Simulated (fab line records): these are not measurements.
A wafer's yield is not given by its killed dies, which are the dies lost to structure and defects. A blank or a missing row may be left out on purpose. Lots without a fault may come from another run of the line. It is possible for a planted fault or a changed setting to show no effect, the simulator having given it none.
The tool behind it: which one?    flow nand_harc    11 lots, 33 wafers sampled, at 1 step of a route of 1159

== WHAT THE GAUGES READ, wafer by wafer ==
NHARC_A_M1_CD_MEAS_16.
lot   measured      on         cd_nm (nm)
L771  day 18 07:23  cd_sem-03  118.6 119.3 118.7
L769  day 18 09:11  cd_sem-03  119.4 120.0 118.6
L770  day 18 12:25  cd_sem-03  117.8 119.0 119.7
L775  day 19 04:10  cd_sem-01  120.1 119.1 120.1
L776  day 19 14:37  cd_sem-03  120.1 118.5 120.2
L779  day 20 01:43  cd_sem-01  118.4 119.6 119.4
L778  day 20 02:30  cd_sem-02  119.3 120.0 118.2
L781  day 20 17:14  cd_sem-01  121.0 119.9 118.8
L784  day 21 06:35  cd_sem-01  120.6 119.8 118.1
L787  day 22 04:13  cd_sem-02  120.3 120.9 120.2
L788  day 22 09:53  cd_sem-03  120.0 120.4 120.7

== WHAT TOOL EACH LOT RAN ON (gives the tool, then ch and the chambers of the sampled wafers, and finally the start) ==
Before these readings, the record contains no process step.

== THE ANSWER, worked out from the rows above alone ==
Rule: the lots themselves supply what counts as usual. Put in order of their means at a reading, lots are off if they are a third of the lots or fewer, leave a main group of 4 or more, and stand apart from it by a gap of 3 or more times the standard deviation of the main group's means; of several such gaps the widest counts. Not used: any main group whose means are identical at the precision the tables above print for the reading. Also off: a lot with no number at a reading for which 4 or more lots have one. Any other lot the step has rows for is counted as sound.
None of the lots is off at any reading shown; this tells nothing.

== WHAT THE SIMULATOR HAD PUT IN ==
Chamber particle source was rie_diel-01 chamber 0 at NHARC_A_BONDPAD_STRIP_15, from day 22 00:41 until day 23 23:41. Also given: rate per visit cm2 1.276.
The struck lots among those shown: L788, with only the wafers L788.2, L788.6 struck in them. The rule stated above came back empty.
